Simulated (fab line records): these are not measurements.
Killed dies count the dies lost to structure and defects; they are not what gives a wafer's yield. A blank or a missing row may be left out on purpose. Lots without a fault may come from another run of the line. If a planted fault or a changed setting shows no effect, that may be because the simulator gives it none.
fab line records	flow nandHarc
record lots=10	wafers=30	lastDay=25
route steps=1159 shown A_M1@1053 A_BONDPAD@1073 END@1159
lots with no fault: from the same line, run without faults
startH: hours from the record's opening day to when the first of the lot's shown wafers began	waitH: time in hours since the lot's previous step	" as in the row above	L1.1+2: several wafers, shown together as one row	- no value, or no start given	* or withheld: withheld	< > ~ a bound
route shown NAME@n: names a module that has steps shown in the file, with the first one's number in the route	usual: mean/standard deviation of fault-free wafers	same: alike in all rows	chamber/n: place in a boat	sites: per-site readings	_std_site: standard deviation across them	_edge_site: the outer-site mean with the inner-site mean subtracted	radiusMm: for every site, how far away it sits from the centre of the wafer	mask NAME#n: copy n	behind: tool/chamber where the wafer was last shaped	hold: what put the lot on hold/how long, in hours/how the hold closed	device: names the non-switching transistor (n, p or np)	end of line: the tests these same wafers got at the end of their route	a step without rows: its recipe alone	killed: not the wafer's yield, but the dies lost to structure and defects at the first sort	map: shows each die of a wafer: x if killed, . if not, _ if none is there
set.NAME: setting as actually run; set.NAME@STEP: the setting as run at that earlier step	model.NAME: the simulator's own value behind a step, which no gauge read
steps of the route over a sample of lots; a table a step, a row a wafer
services: a tool's chamber out of use, with start hour (startH, from the record's first day; less than 0 if before it), hours out, and reason
## steps
# step NHARC_A_M1_THK_MEAS_24
# recipe thkMeasGauge=xrf
# usual thkNm=154.5/1.8
lot.wafer	tool	chamber	startH	waitH	thkNm
L345.2	filmMetro-02	-	402.38	-	152.9
L345.3	"	-	"	"	155.6
L345.4	"	-	"	"	153.6
L344.1	filmMetro-02	-	405.51	-	154.3
L344.5	"	-	"	"	156.2
L344.6	"	-	"	"	157.2
L347.3	filmMetro-01	-	411.55	-	153.0
L347.4	"	-	"	"	150.9
L347.6	"	-	"	"	154.3
L346.3	filmMetro-02	-	413.42	-	155.2
L346.4	"	-	"	"	154.2
L346.5	"	-	"	"	153.3
L349.4	filmMetro-01	-	426.25	-	157.0
L349.5	"	-	"	"	154.7
L349.6	"	-	"	"	152.8
L354.4	filmMetro-02	-	461.08	-	153.6
L354.5	"	-	"	"	158.0
L354.6	"	-	"	"	153.7
L357.1	filmMetro-01	-	482.80	-	155.9
L357.4	"	-	"	"	154.2
L357.5	"	-	"	"	155.7
L366.1	filmMetro-01	-	539.18	-	153.2
L366.2	"	-	"	"	153.8
L366.5	"	-	"	"	158.2
L365.2	filmMetro-01	-	548.62	-	152.4
L365.4	"	-	"	"	152.6
L365.5	"	-	"	"	153.2
L367.2	filmMetro-02	-	558.41	-	155.0
L367.3	"	-	"	"	154.0
L367.5	"	-	"	"	153.6
# step NHARC_A_BONDPAD_OVL_MEAS_35
# usual overlayXNm=-1/4.2	overlayYNm=0/5.3
lot.wafer	tool	chamber	startH	waitH	overlayXNm	overlayYNm
L345.2	overlay-02	-	404.54	-	1	7
L345.3	"	-	"	"	1	6
L345.4	"	-	"	"	1	7
L344.1	overlay-01	-	407.69	-	6	2
L344.5	"	-	"	"	6	2
L344.6	"	-	"	"	6	2
L347.3	overlay-02	-	413.75	-	-4	-2
L347.4	"	-	"	"	-4	-2
L347.6	"	-	"	"	-4	-2
L346.3	overlay-01	-	415.59	-	2	-6
L346.4	"	-	"	"	2	-5
L346.5	"	-	"	"	2	-6
L349.4	overlay-02	-	428.51	-	-7	2
L349.5	"	-	"	"	-6	2
L349.6	"	-	"	"	-5	2
L354.4	overlay-01	-	463.24	-	-4	0
L354.5	"	-	"	"	-4	0
L354.6	"	-	"	"	-4	0
L357.1	overlay-02	-	484.99	-	-3	0
L357.4	"	-	"	"	-4	0
L357.5	"	-	"	"	-3	0
L366.1	overlay-02	-	541.78	-	-6	-4
L366.2	"	-	"	"	-5	-5
L366.5	"	-	"	"	-5	-5
L365.2	overlay-02	-	550.67	-	-1	11
L365.4	"	-	"	"	-1	10
L365.5	"	-	"	"	-1	10
L367.2	overlay-01	-	560.93	-	-9	-1
L367.3	"	-	"	"	-9	0
L367.5	"	-	"	"	-9	-1
# step NHARC_A_BONDPAD_STRIP_15
# recipe o2FlowSccm=500	arFlowSccm=0	biasW=0	chemistry=O2
# usual chamberPressureMTorr=60.00/0.056	drypumpMotorCurrentA=5.8/0.33	oesProductAu=1.005/0.011	rfVppV=58.0/0.85	showerheadPlenumPTorr=3.62/0.1	throttleValvePct=17.035/0.0087
lot.wafer	tool	chamber	startH	waitH	chamberPressureMTorr	drypumpMotorCurrentA	oesProductAu	rfHoursCounterH	rfVppV	showerheadPlenumPTorr	throttleValvePct
L345.3	rieDiel-13	2	405.11	0.1	59.93	5.5	0.994	4	57.9	3.60	17.032
L345.2	"	0	"	"	60.05	5.7	1.023	5	57.9	3.56	17.030
L345.4	"	0	"	"	59.97	5.7	1.017	-	58.1	3.55	17.048
L344.1	rieDiel-13	0	408.26	0.1	60.03	5.7	1.020	5	59.1	3.56	17.030
L344.5	"	1	"	"	60.10	6.2	1.003	-	58.1	3.65	17.030
L344.6	"	2	"	"	60.02	5.5	0.989	-	57.3	3.60	17.033
L347.3	rieDiel-13	3	414.28	0.1	60.01	5.7	1.017	5	59.9	3.75	17.011
L347.4	"	1	"	"	60.00	6.2	1.000	5	58.7	3.65	17.040
L347.6	"	3	"	"	59.99	5.6	1.021	-	58.4	3.75	17.045
L346.4	rieDiel-10	3	416.10	0.1	59.88	5.5	0.997	9	58.9	3.55	17.035
L346.3	"	0	"	"	60.01	5.7	1.004	8	58.6	3.74	17.034
L346.5	"	3	"	"	60.04	5.5	0.987	-	59.3	3.55	17.031
L349.4	rieDiel-10	0	429.07	0.1	59.96	5.7	1.012	10	57.6	3.74	17.019
L349.5	"	1	"	"	59.93	5.8	1.002	-	56.3	3.30	17.037
L349.6	"	2	"	"	59.96	6.7	1.010	-	58.1	3.70	17.040
L354.4	rieDiel-13	2	463.81	0.1	60.02	5.5	0.998	0	58.8	3.60	17.035
L354.5	"	3	"	"	60.07	5.7	1.001	-	58.2	3.75	17.041
L354.6	"	0	"	"	59.97	5.7	1.011	-	58.6	3.55	17.031
L357.1	rieDiel-13	2	485.53	0.1	43.33	5.5	1.002	1	58.4	3.60	17.043
L357.4	"	3	"	"	59.99	5.7	1.007	1	58.8	3.75	17.040
L357.5	"	1	"	"	60.00	6.2	1.018	-	58.2	3.65	17.036
L366.1	rieDiel-10	1	542.33	0.1	59.99	5.7	1.007	0	56.4	3.29	17.030
L366.2	"	2	"	"	59.99	6.8	0.987	0	57.8	3.69	17.032
L366.5	"	0	"	"	60.00	5.7	1.006	-	59.1	3.73	17.033
L365.2	rieDiel-10	3	551.20	0.1	60.03	5.5	0.984	1	56.7	3.54	17.031
L365.4	"	1	"	"	60.03	5.7	1.016	1	56.9	3.29	17.034
L365.5	"	2	"	"	59.99	6.7	0.989	-	57.8	3.69	17.048
L367.2	rieDiel-09	1	561.46	0.1	60.02	5.2	0.996	41	58.4	3.64	17.027
L367.3	"	2	"	"	59.94	5.6	1.007	42	59.3	3.52	17.034
L367.5	"	1	"	"	60.02	5.2	1.002	-	57.5	3.64	17.052
# step NHARC_A_BONDPAD_PVD_27
# recipe targetThkA=300	chamberPressurePa=5	powerW=5000	substrateTempC=30	timeS=20.49	material=Cu
# usual throttleValvePct=30.2/0.97
lot.wafer	tool	chamber	startH	waitH	throttleValvePct
L345.2	pvdSputter-01	-	-	-	30.1
L345.4	"	-	"	"	30.2
L345.3	"	-	"	"	30.3
L344.1	pvdSputter-03	-	-	-	30.2
L344.5	"	-	"	"	31.5
L344.6	"	-	"	"	31.3
L347.3	pvdSputter-03	-	-	-	31.4
L347.4	"	-	"	"	30.2
L347.6	"	-	"	"	30.3
L346.4	pvdSputter-03	-	-	-	31.6
L346.3	"	-	"	"	30.6
L346.5	"	-	"	"	30.0
L349.4	pvdSputter-03	-	-	-	31.8
L349.6	"	-	"	"	31.6
L349.5	"	-	"	"	31.4
L354.4	pvdSputter-03	-	-	-	31.6
L354.5	"	-	"	"	31.7
L354.6	"	-	"	"	31.6
L357.1	pvdSputter-01	-	-	-	30.2
L357.4	"	-	"	"	30.1
L357.5	"	-	"	"	29.9
L366.2	pvdSputter-01	-	-	-	29.8
L366.1	"	-	"	"	30.2
L366.5	"	-	"	"	30.6
L365.4	pvdSputter-01	-	-	-	30.2
L365.2	"	-	"	"	29.9
L365.5	"	-	"	"	30.9
L367.2	pvdSputter-01	-	-	-	30.8
L367.3	"	-	"	"	30.0
L367.5	"	-	"	"	29.9
# step NHARC_END_SORT_01
# recipe tempC=25
# usual defectLimitedYield=95.7/1.6	killedAtArray=25/9.7	killedAtOther=0.7/0.87	killedAtPeriphery=3.3/2.3	killedDies=29/11	killedOpen=3.6/2.1	killedShort=2.3/1.7	sort_bin_2_pct=1.4/0.62	sort_bin_3_pct=0.25/0.21	sort_bin_4_pct=2.7/1	sortNPass=648/11	sortRimYieldPct=94/3.2	sortYieldPct=95.7/1.6
# same grossDies=677	sort_bin_5_pct[%]=0	sort_bin_6_pct[%]=0	sort_bin_7_pct[%]=0	sort_bin_8_pct[%]=0	sortRimNGross=106.00
lot.wafer	tool	chamber	startH	waitH	defectLimitedYield[%]	killedAtArray	killedAtOther	killedAtPeriphery	killedDies	killedOpen	killedShort	sort_bin_2_pct[%]	sort_bin_3_pct[%]	sort_bin_4_pct[%]	sortNPass	sortRimYieldPct[%]	sortYieldPct[%]
L345.2	prober-02	0	443.03	2.8	95.1	29	1	3	33	3	2	1.8	0.15	3.0	644	98	95.1
L345.3	prober-02	0	443.83	3.1	95.3	25	2	5	32	5	4	1.6	0.15	3.0	645	94	95.3
L345.4	prober-02	0	444.64	3.4	95.1	28	1	4	33	3	5	1.2	0.15	3.5	644	92	95.1
L347.3	prober-01	0	443.81	3.1	98.7	7	1	1	9	2	0	0.6	0.15	0.6	668	100	98.7
L347.4	prober-01	0	444.60	3.4	98.1	11	1	1	13	5	0	0	0.15	1.8	664	97	98.1
L347.6	prober-01	0	446.17	3.9	97.6	13	1	2	16	3	2	0.4	0.44	1.5	661	99	97.6
L344.1	prober-01	0	449.96	2.5	95.9	27	0	1	28	6	2	1.0	0.59	2.5	649	94	95.9
L344.5	prober-01	0	453.19	3.7	97.6	16	0	0	16	5	2	1.0	0.15	1.2	661	98	97.6
L344.6	prober-01	0	454.00	4.0	96.5	19	2	3	24	3	2	1.3	0.30	1.9	653	98	96.5
L346.3	prober-02	0	453.38	3.1	96.2	22	0	4	26	1	1	1.3	0	2.5	651	92	96.2
L346.4	prober-02	0	454.19	3.4	95.9	23	1	4	28	3	3	1.3	0.59	2.2	649	92	95.9
L346.5	prober-02	0	454.99	3.7	97.6	12	0	4	16	1	2	0.9	0.30	1.2	661	94	97.6
L349.4	prober-02	0	463.26	3.4	98.7	6	0	3	9	1	1	0.3	0	1.0	668	98	98.7
L349.5	prober-02	0	464.07	3.7	97.9	12	0	2	14	4	2	0	0	2.1	663	97	97.9
L349.6	prober-02	0	464.88	4.0	98.5	6	0	4	10	2	1	0.6	0	0.9	667	100	98.5
L354.4	prober-02	0	496.36	3.4	94.7	30	1	5	36	1	4	1.3	0.59	3.4	641	89	94.7
L354.5	prober-02	0	497.16	3.7	93.6	30	1	12	43	5	3	2.2	0.30	3.8	634	89	93.6
L354.6	prober-02	0	497.96	4.0	92.9	36	2	10	48	3	2	1.9	0.30	4.9	629	89	92.9
L357.1	prober-02	0	514.41	2.5	93.8	38	0	4	42	6	4	2.4	0.59	3.2	635	94	93.8
L357.4	prober-02	0	516.84	3.4	94.7	32	1	3	36	6	2	2.1	0.30	3.0	641	94	94.7
L357.5	prober-02	0	517.65	3.7	95.6	25	0	5	30	4	2	1.8	0.30	2.4	647	93	95.6
L366.1	prober-01	0	582.56	2.5	96.8	17	2	3	22	5	4	1.3	0.30	1.6	655	95	96.8
L366.2	prober-01	0	583.35	2.8	95.7	27	0	2	29	3	2	1.0	0.59	2.7	648	93	95.7
L366.5	prober-01	0	585.72	3.7	97.6	13	0	3	16	0	5	0.6	0	1.8	661	98	97.6
L365.2	prober-02	0	583.39	2.8	94.2	39	0	0	39	4	1	1.5	0.44	3.8	638	91	94.2
L365.4	prober-02	0	584.97	3.4	93.8	41	1	0	42	3	3	2.5	0.30	3.4	635	85	93.8
L365.5	prober-02	0	585.77	3.7	92.9	44	1	3	48	6	0	2.4	0.44	4.3	629	87	92.9
L367.2	prober-01	0	591.14	2.8	94.4	34	1	3	38	1	4	1.8	0.15	3.7	639	92	94.4
L367.3	prober-01	0	591.93	3.1	92.5	45	0	6	51	2	2	2.8	0.74	4.0	626	91	92.5
L367.5	prober-01	0	593.53	3.7	93.9	36	1	4	41	3	3	1.9	0.30	3.8	636	92	93.9
# killed by level:class
L345.2 A_CHANNEL_HOLE_D1:chamberFilmFlake=10 A_SLIT:chamberFilmFlake=8 A_STAIRCASE:chamberFilmFlake=4 A_CONTACT:chamberFilmFlake=3 A_SGD_CUT:geometricParticle:open=2 P_ZERO_WELL:chamberFilmFlake=2 P_CONTACT:geometricParticle:short=1 A_WL_FILL:geometricParticle:open=1
L347.3 A_CHANNEL_HOLE_D1:chamberFilmFlake=3 P_CONTACT:geometricParticle:open=1 A_WL_FILL:geometricParticle:open=1 A_CONTACT:chamberFilmFlake=1 A_STAIRCASE:chamberFilmFlake=1 A_SLIT:chamberFilmFlake=1 THIN_TSV:chamberFilmFlake=1
L345.3 A_SLIT:chamberFilmFlake=10 A_CHANNEL_HOLE_D1:chamberFilmFlake=7 A_WL_FILL:geometricParticle:short=2 P_ZERO_WELL:chamberFilmFlake=2 STARTING-WAFER:geometricParticle:open=2 A_STAIRCASE:chamberFilmFlake=2 A_CONTACT:chamberFilmFlake=2 P_CONTACT:geometricParticle:short=1
L347.4 A_STAIRCASE:chamberFilmFlake=4 A_M0:geometricParticle:open=2 A_CONTACT:chamberFilmFlake=2 P_CONTACT:geometricParticle:open=1 A_CHANNEL_FILL_D1:geometricParticle:open=1 A_WL_FILL:geometricParticle:open=1 A_CHANNEL_HOLE_D1:chamberFilmFlake=1 THIN_TSV:chamberFilmFlake=1
L345.4 A_CHANNEL_HOLE_D1:chamberFilmFlake=11 A_SLIT:chamberFilmFlake=7 A_CONTACT:chamberFilmFlake=4 A_CHANNEL_FILL_D1:geometricParticle:short=2 P_ZERO_WELL:chamberFilmFlake=2 P_CONTACT:geometricParticle:open=1 P_M0:geometricParticle:open=1 A_CHANNEL_HOLE_D1:geometricParticle:short=1
L347.6 A_CONTACT:chamberFilmFlake=7 A_CHANNEL_HOLE_D1:chamberFilmFlake=2 P_STI:geometricParticle:open=1 P_CONTACT:geometricParticle:open=1 A_WL_FILL:geometricParticle:short=1 A_CONTACT:geometricParticle:open=1 A_BONDPAD:geometricParticle:short=1 A_STAIRCASE:chamberFilmFlake=1
L344.1 A_SLIT:chamberFilmFlake=10 A_CHANNEL_HOLE_D1:chamberFilmFlake=6 A_CHANNEL_FILL_D1:geometricParticle:open=2 A_CHANNEL_FILL_D1:geometricParticle:short=2 A_CONTACT:chamberFilmFlake=2 P_M0:geometricParticle:open=1 A_ONON_D1:geometricParticle:open=1 A_STAIRCASE:geometricParticle:open=1
L344.5 A_SLIT:chamberFilmFlake=6 A_ONON_D1:geometricParticle:open=1 A_CHANNEL_HOLE_D1:geometricParticle:open=1 A_CHANNEL_FILL_D1:geometricParticle:open=1 A_WL_FILL:geometricParticle:short=1 A_BLC:geometricParticle:open=1 A_M0:geometricParticle:short=1 A_M1:geometricParticle:open=1
L346.3 A_SLIT:chamberFilmFlake=12 A_CHANNEL_HOLE_D1:chamberFilmFlake=6 P_M1:chamberFilmFlake=2 A_CONTACT:chamberFilmFlake=2 P_CONTACT:geometricParticle:open=1 A_CHANNEL_FILL_D1:geometricParticle:short=1 P_M0:chamberFilmFlake=1 A_STAIRCASE:chamberFilmFlake=1
L344.6 A_SLIT:chamberFilmFlake=14 A_CONTACT:geometricParticle:open=2 THIN_TSV:chamberFilmFlake=2 P_CONTACT:geometricParticle:open=1 A_ONON_D1:geometricParticle:short=1 A_STAIRCASE:geometricParticle:short=1 P_GATE:chamberFilmFlake=1 P_M2:chamberFilmFlake=1
L346.4 A_CHANNEL_HOLE_D1:chamberFilmFlake=7 A_SLIT:chamberFilmFlake=7 P_M1:chamberFilmFlake=3 A_M0:geometricParticle:short=2 A_STAIRCASE:chamberFilmFlake=2 A_SOURCE_PLATE:geometricParticle:open=1 A_ONON_D1:geometricParticle:open=1 A_CHANNEL_FILL_D1:geometricParticle:short=1
L346.5 A_CHANNEL_HOLE_D1:chamberFilmFlake=4 A_SLIT:chamberFilmFlake=4 P_M1:chamberFilmFlake=3 A_WL_FILL:geometricParticle:short=1 A_M0:geometricParticle:open=1 A_M0:geometricParticle:short=1 P_STI:chamberFilmFlake=1 A_STAIRCASE:chamberFilmFlake=1
L349.4 A_CHANNEL_HOLE_D1:chamberFilmFlake=3 P_M0:geometricParticle:open=1 A_SLIT:geometricParticle:short=1 P_ZERO_WELL:chamberFilmFlake=1 P_BONDPAD:chamberFilmFlake=1 A_STAIRCASE:chamberFilmFlake=1 A_SLIT:chamberFilmFlake=1
L349.5 A_CHANNEL_HOLE_D1:chamberFilmFlake=3 P_BONDPAD:chamberFilmFlake=2 A_SOURCE_PLATE:geometricParticle:short=1 A_CHANNEL_FILL_D1:geometricParticle:open=1 A_WL_FILL:geometricParticle:short=1 A_CONTACT:geometricParticle:open=1 A_BLC:geometricParticle:open=1 A_M1:geometricParticle:open=1
L349.6 P_BONDPAD:chamberFilmFlake=2 A_CHANNEL_HOLE_D1:chamberFilmFlake=2 A_CONTACT:chamberFilmFlake=2 P_M0:geometricParticle:open=1 P_M2:geometricParticle:open=1 A_WL_FILL:geometricParticle:short=1 A_WL_FILL:chamberFilmFlake=1
L354.4 A_CHANNEL_HOLE_D1:chamberFilmFlake=13 A_SLIT:chamberFilmFlake=8 A_ONON_D1:geometricParticle:short=2 P_GATE:chamberFilmFlake=2 P_CONTACT:chamberFilmFlake=2 A_WL_FILL:chamberFilmFlake=2 A_BONDPAD:chamberFilmFlake=2 A_WL_FILL:geometricParticle:short=1
L354.5 A_SLIT:chamberFilmFlake=13 A_CHANNEL_HOLE_D1:chamberFilmFlake=8 P_CONTACT:chamberFilmFlake=6 P_M0:geometricParticle:open=2 P_M2:chamberFilmFlake=2 A_CONTACT:chamberFilmFlake=2 P_STI:geometricParticle:short=1 A_ONON_D1:geometricParticle:open=1
L354.6 A_CHANNEL_HOLE_D1:chamberFilmFlake=14 A_SLIT:chamberFilmFlake=12 P_CONTACT:chamberFilmFlake=6 A_CONTACT:chamberFilmFlake=3 A_STAIRCASE:chamberFilmFlake=3 THIN_TSV:chamberFilmFlake=2 P_M0:geometricParticle:short=1 P_M0:geometricParticle:open=1
L357.1 A_SLIT:chamberFilmFlake=17 A_STAIRCASE:chamberFilmFlake=6 A_CHANNEL_HOLE_D1:chamberFilmFlake=5 A_CONTACT:chamberFilmFlake=3 P_GATE:geometricParticle:open=1 P_M0:geometricParticle:short=1 P_M0:geometricParticle:open=1 A_ONON_D1:geometricParticle:short=1
L357.4 A_SLIT:chamberFilmFlake=8 A_CHANNEL_HOLE_D1:chamberFilmFlake=6 A_STAIRCASE:chamberFilmFlake=6 A_CONTACT:chamberFilmFlake=4 A_M0:geometricParticle:open=3 P_BONDPAD:chamberFilmFlake=2 P_M0:geometricParticle:open=1 A_WL_FILL:geometricParticle:short=1
L357.5 A_SLIT:chamberFilmFlake=15 A_CHANNEL_HOLE_D1:chamberFilmFlake=4 A_CONTACT:chamberFilmFlake=2 P_GATE:geometricParticle:open=1 P_CONTACT:geometricParticle:open=1 P_M0:geometricParticle:short=1 A_ONON_D1:geometricParticle:open=1 A_WL_FILL:geometricParticle:short=1
L366.1 A_CHANNEL_HOLE_D1:chamberFilmFlake=6 A_CHANNEL_FILL_D1:chamberFilmFlake=2 P_M0:geometricParticle:open=1 P_M0:geometricParticle:short=1 A_SOURCE_PLATE:geometricParticle:open=1 A_ONON_D1:geometricParticle:open=1 A_CHANNEL_FILL_D1:geometricParticle:short=1 A_CHANNEL_FILL_D1:geometricParticle:open=1
L366.2 A_CHANNEL_HOLE_D1:chamberFilmFlake=10 A_CONTACT:chamberFilmFlake=6 A_STAIRCASE:chamberFilmFlake=4 A_SLIT:chamberFilmFlake=2 P_M1:geometricParticle:open=1 A_SGD_CUT:geometricParticle:short=1 A_WL_FILL:geometricParticle:short=1 A_WL_FILL:geometricParticle:open=1
L365.2 A_SLIT:chamberFilmFlake=18 A_CHANNEL_HOLE_D1:chamberFilmFlake=6 A_CONTACT:chamberFilmFlake=4 A_STAIRCASE:chamberFilmFlake=3 A_CHANNEL_FILL_D1:geometricParticle:open=2 A_BLC:chamberFilmFlake=2 A_ONON_D1:geometricParticle:short=1 A_BLC:geometricParticle:open=1
L365.4 A_SLIT:chamberFilmFlake=20 A_CONTACT:chamberFilmFlake=4 A_CHANNEL_HOLE_D1:chamberFilmFlake=4 A_BLC:chamberFilmFlake=3 A_CONTACT:geometricParticle:open=2 A_ZERO_WELL:chamberFilmFlake=2 A_WL_FILL:chamberFilmFlake=2 A_CHANNEL_FILL_D1:geometricParticle:short=1
L366.5 A_CONTACT:chamberFilmFlake=5 A_STAIRCASE:chamberFilmFlake=3 A_WL_FILL:geometricParticle:short=2 A_CHANNEL_HOLE_D1:chamberFilmFlake=2 P_GATE:geometricParticle:short=1 P_CONTACT:geometricParticle:short=1 A_CHANNEL_FILL_D1:geometricParticle:short=1 P_STI:chamberFilmFlake=1
L365.5 A_SLIT:chamberFilmFlake=16 A_CHANNEL_HOLE_D1:chamberFilmFlake=8 A_STAIRCASE:chamberFilmFlake=7 P_STI:chamberFilmFlake=3 A_CONTACT:geometricParticle:open=2 A_WL_FILL:chamberFilmFlake=2 A_CONTACT:chamberFilmFlake=2 A_BLC:chamberFilmFlake=2
L367.2 A_CHANNEL_HOLE_D1:chamberFilmFlake=11 A_SLIT:chamberFilmFlake=11 A_CONTACT:chamberFilmFlake=6 A_SOURCE_PLATE:geometricParticle:short=2 P_M2:chamberFilmFlake=2 P_STI:geometricParticle:short=1 A_WL_FILL:geometricParticle:short=1 A_CONTACT:geometricParticle:open=1
L367.3 A_CHANNEL_HOLE_D1:chamberFilmFlake=17 A_SLIT:chamberFilmFlake=15 A_CONTACT:chamberFilmFlake=7 P_M2:chamberFilmFlake=4 P_CONTACT:geometricParticle:short=1 P_CONTACT:geometricParticle:open=1 A_CHANNEL_FILL_D1:geometricParticle:open=1 A_WL_FILL:geometricParticle:short=1
L367.5 A_CHANNEL_HOLE_D1:chamberFilmFlake=15 A_SLIT:chamberFilmFlake=13 A_CONTACT:chamberFilmFlake=3 P_GATE:geometricParticle:open=1 P_CONTACT:geometricParticle:short=1 A_ONON_D1:geometricParticle:short=1 A_CHANNEL_FILL_D1:geometricParticle:short=1 A_CONTACT:geometricParticle:open=1
## services
tool	chamber	startH	hours	kind
rieDiel-13	0	383.00	-	clean
rieDiel-13	1	383.00	-	clean
rieDiel-13	2	383.00	-	clean
rieDiel-13	3	383.00	-	clean
rieDiel-09	2	401.69	12.6	repair
rieDiel-13	1	403.71	2.0	repair
rieDiel-13	0	407.50	-	clean
rieDiel-13	1	407.50	-	clean
rieDiel-13	2	407.50	-	clean
rieDiel-09	2	428.25	14.1	repair
rieDiel-09	-	431.26	9.0	pm
rieDiel-13	-	453.00	9.0	pm
rieDiel-09	3	453.44	1.9	repair
rieDiel-09	-	461.79	0.3	repair
rieDiel-10	2	462.02	18.7	repair
pvdSputter-01	-	464.32	6.8	repair
pvdSputter-03	-	469.78	10.0	pm
pvdSputter-03	-	492.24	10.0	repair
rieDiel-13	0	498.31	4.2	repair
pvdSputter-03	-	508.54	2.2	repair
pvdSputter-01	-	514.00	10.0	pm
rieDiel-10	-	530.58	9.0	pm
pvdSputter-03	-	535.15	3.3	repair
rieDiel-10	-	541.71	0.2	repair
## key
firstSign step=NHARC_A_BONDPAD_STRIP_15	reading=chamberPressureMTorr	direction=down	sigmas=99+	usual=60.00	struck=43.33
effect none on later readings
metAt NHARC_A_BONDPAD_STRIP_15
struckLots L357
struckWafers L357.1
notActingAt NHARC_A_M1_THK_MEAS_24,NHARC_A_BONDPAD_OVL_MEAS_35,NHARC_A_BONDPAD_PVD_27
onsetBetween 463.81 485.53
fault kind=processParameterDrift	tool=rieDiel-13	chamber=2	onsetH=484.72	steps=NHARC_A_BONDPAD_STRIP_15	channel=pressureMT	offset=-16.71	shape=step	endH=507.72	actsIn=theseRecipesOnly	stated=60
